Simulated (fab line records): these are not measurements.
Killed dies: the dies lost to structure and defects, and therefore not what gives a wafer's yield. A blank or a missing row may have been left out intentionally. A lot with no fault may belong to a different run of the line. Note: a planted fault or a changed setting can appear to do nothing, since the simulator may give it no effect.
Chamber matching || flow n5-finfet || rie-diel-05 running N5_BEOL_M6_VIA_ETCH_34: 4 sister chambers
The step etches SiCOH lowk in C4F6/O2, target depth 126.3 nm, time 50.9 s. 18 wafers are shown with their chamber, then 9 later ones without.

== WAFERS WITH THEIR CHAMBER ==
{"wafer": "L076.1", "chamber": 3, "showerhead-plenum-p-Torr (Torr)": 2.94, "throttle-valve-pct (%)": 20.85, "oes_o_777_au (a.u.)": 0.72}
{"wafer": "L076.4", "chamber": 1, "showerhead-plenum-p-Torr (Torr)": 2.77, "throttle-valve-pct (%)": 20.62, "oes_o_777_au (a.u.)": 0.82}
{"wafer": "L076.6", "chamber": 3, "showerhead-plenum-p-Torr (Torr)": 2.94, "throttle-valve-pct (%)": 20.89, "oes_o_777_au (a.u.)": 0.72}
{"wafer": "L077.1", "chamber": 0, "showerhead-plenum-p-Torr (Torr)": 2.84, "throttle-valve-pct (%)": 20.99, "oes_o_777_au (a.u.)": 0.73}
{"wafer": "L077.2", "chamber": 1, "showerhead-plenum-p-Torr (Torr)": 2.77, "throttle-valve-pct (%)": 20.62, "oes_o_777_au (a.u.)": 0.82}
{"wafer": "L077.5", "chamber": 3, "showerhead-plenum-p-Torr (Torr)": 2.94, "throttle-valve-pct (%)": 20.86, "oes_o_777_au (a.u.)": 0.72}
{"wafer": "L083.1", "chamber": 2, "showerhead-plenum-p-Torr (Torr)": 2.82, "throttle-valve-pct (%)": 20.79, "oes_o_777_au (a.u.)": 0.71}
{"wafer": "L083.5", "chamber": 1, "showerhead-plenum-p-Torr (Torr)": 2.76, "throttle-valve-pct (%)": 20.64, "oes_o_777_au (a.u.)": 0.81}
{"wafer": "L083.6", "chamber": 2, "showerhead-plenum-p-Torr (Torr)": 2.82, "throttle-valve-pct (%)": 20.81, "oes_o_777_au (a.u.)": 0.71}
{"wafer": "L092.2", "chamber": 2, "showerhead-plenum-p-Torr (Torr)": 2.81, "throttle-valve-pct (%)": 20.81, "oes_o_777_au (a.u.)": 0.70}
{"wafer": "L092.3", "chamber": 3, "showerhead-plenum-p-Torr (Torr)": 2.93, "throttle-valve-pct (%)": 20.88, "oes_o_777_au (a.u.)": 0.70}
{"wafer": "L092.4", "chamber": 1, "showerhead-plenum-p-Torr (Torr)": 2.76, "throttle-valve-pct (%)": 20.62, "oes_o_777_au (a.u.)": 0.81}
{"wafer": "L089.2", "chamber": 0, "showerhead-plenum-p-Torr (Torr)": 2.83, "throttle-valve-pct (%)": 21.00, "oes_o_777_au (a.u.)": 0.71}
{"wafer": "L089.4", "chamber": 1, "showerhead-plenum-p-Torr (Torr)": 2.76, "throttle-valve-pct (%)": 20.63, "oes_o_777_au (a.u.)": 0.80}
{"wafer": "L089.5", "chamber": 3, "showerhead-plenum-p-Torr (Torr)": 2.93, "throttle-valve-pct (%)": 20.91, "oes_o_777_au (a.u.)": 0.70}
{"wafer": "L093.3", "chamber": 1, "showerhead-plenum-p-Torr (Torr)": 2.76, "throttle-valve-pct (%)": 20.66, "oes_o_777_au (a.u.)": 0.79}
{"wafer": "L093.5", "chamber": 3, "showerhead-plenum-p-Torr (Torr)": 2.93, "throttle-valve-pct (%)": 20.92, "oes_o_777_au (a.u.)": 0.70}
{"wafer": "L093.6", "chamber": 0, "showerhead-plenum-p-Torr (Torr)": 2.83, "throttle-valve-pct (%)": 21.01, "oes_o_777_au (a.u.)": 0.71}

SIGNATURES (means of the wafers above)
{"reading": "showerhead-plenum-p-Torr", "chamber 0": 2.8333, "chamber 1": 2.7633, "chamber 2": 2.8167, "chamber 3": 2.9350, "scatter within a chamber": 0.00546}
{"reading": "throttle-valve-pct", "chamber 0": 21.0000, "chamber 1": 20.6317, "chamber 2": 20.8033, "chamber 3": 20.8850, "scatter within a chamber": 0.0198}
{"reading": "oes_o_777_au", "chamber 0": 0.7167, "chamber 1": 0.8083, "chamber 2": 0.7067, "chamber 3": 0.7100, "scatter within a chamber": 0.0107}
Rule: for a wafer and a chamber, the distance is found by dividing, reading by reading, the gap between the wafer's reading and the chamber's mean by the reading's scatter, squaring, summing and taking the root. If the next closest chamber is less than 2 further off than the closest, the wafer can't be placed; otherwise it belongs to the closest. How the scatter is found: for the shown wafers, subtract from each reading the mean of its chamber, square and add these, divide the total by (wafers less chambers), then take the root.

== WAFERS WHOSE CHAMBER IS MISSING ==
{"wafer": "L079.1", "showerhead-plenum-p-Torr (Torr)": 2.75, "throttle-valve-pct (%)": 20.66, "oes_o_777_au (a.u.)": 0.78}
{"wafer": "L079.2", "showerhead-plenum-p-Torr (Torr)": 2.92, "throttle-valve-pct (%)": 20.92, "oes_o_777_au (a.u.)": 0.69}
{"wafer": "L079.6", "showerhead-plenum-p-Torr (Torr)": 2.92, "throttle-valve-pct (%)": 20.90, "oes_o_777_au (a.u.)": 0.69}
{"wafer": "L094.1", "showerhead-plenum-p-Torr (Torr)": 2.75, "throttle-valve-pct (%)": 20.69, "oes_o_777_au (a.u.)": 0.78}
{"wafer": "L094.2", "showerhead-plenum-p-Torr (Torr)": 2.92, "throttle-valve-pct (%)": 20.93, "oes_o_777_au (a.u.)": 0.69}
{"wafer": "L094.6", "showerhead-plenum-p-Torr (Torr)": 2.82, "throttle-valve-pct (%)": 21.04, "oes_o_777_au (a.u.)": 0.70}
{"wafer": "L095.1", "showerhead-plenum-p-Torr (Torr)": 2.92, "throttle-valve-pct (%)": 20.92, "oes_o_777_au (a.u.)": 0.69}
{"wafer": "L095.4", "showerhead-plenum-p-Torr (Torr)": 2.75, "throttle-valve-pct (%)": 20.68, "oes_o_777_au (a.u.)": 0.77}
{"wafer": "L095.6", "showerhead-plenum-p-Torr (Torr)": 2.75, "throttle-valve-pct (%)": 20.68, "oes_o_777_au (a.u.)": 0.77}

== WHICH CHAMBER EACH WENT THROUGH ==
{"wafer": "L079.1", "from the rows above": 1, "in truth": 1}
{"wafer": "L079.2", "from the rows above": 3, "in truth": 3}
{"wafer": "L079.6", "from the rows above": 3, "in truth": 3}
{"wafer": "L094.1", "from the rows above": 1, "in truth": 1}
{"wafer": "L094.2", "from the rows above": 3, "in truth": 3}
{"wafer": "L094.6", "from the rows above": 0, "in truth": 0}
{"wafer": "L095.1", "from the rows above": 3, "in truth": 3}
{"wafer": "L095.4", "from the rows above": 1, "in truth": 1}
{"wafer": "L095.6", "from the rows above": 1, "in truth": 1}
Placed correctly: 9 of 9. Number that these rows cannot place: 0. Placed wrongly: 0.
